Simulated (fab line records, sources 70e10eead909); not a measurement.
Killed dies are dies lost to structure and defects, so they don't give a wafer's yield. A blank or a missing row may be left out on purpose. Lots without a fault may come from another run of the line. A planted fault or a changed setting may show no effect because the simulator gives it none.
Chamber matching | flow nand_harc | NHARC_A_M0_PRE_CLEAN_31 on pecvd-03: 3 sister chambers
The step time 12 s. 6 wafers are shown with their chamber, then 7 later ones without.

WAFERS WITH THEIR CHAMBER
wafer  | chamber | susceptor_temp_C (C) | heater_power_w (W)
L082.2 | 2       | 369.80               | 613
L081.1 | 0       | 370.06               | 581
L081.3 | 1       | 370.03               | 637
L081.5 | 1       | 369.95               | 637
L087.2 | 2       | 370.24               | 608
L087.3 | 0       | 370.32               | 628

WAFERS WITHOUT THEIR CHAMBER
wafer  | susceptor_temp_C (C) | heater_power_w (W)
L087.5 | 370.18               | 653
L085.2 | 369.87               | 670
L085.3 | 370.27               | 645
L085.5 | 370.03               | 657
L089.2 | 369.91               | 622
L089.3 | 369.86               | 563
L089.4 | 370.13               | 615

WHICH CHAMBER EACH WENT THROUGH
wafer  | from the rows above          | in truth
L087.5 | can't be placed: 1 or 2 or 0 | 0
L085.2 | can't be placed: 1 or 2 or 0 | 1
L085.3 | can't be placed: 1 or 0 or 2 | 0
L085.5 | can't be placed: 1 or 2 or 0 | 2
L089.2 | can't be placed: 2 or 1 or 0 | 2
L089.3 | can't be placed: 2 or 0 or 1 | 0
L089.4 | can't be placed: 2 or 0 or 1 | 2
Placed correctly: 0 of 7. Can't be placed from these rows: 7 (the true chamber is among the candidates in 7). Placed wrongly: 0.
How it was worked out, from the rows above alone: a wafer's distance from a chamber is the root of the sum, over the readings, of the square of ((its reading less the chamber's mean) divided by the reading's scatter). The wafer belongs to the nearest chamber; if the next one is less than 2 further off, it can't be placed. A chamber's mean is the mean of its shown wafers. The scatter: the root of (the sum of the squares of (reading less its chamber's mean) over the shown wafers, divided by (wafers less chambers)).
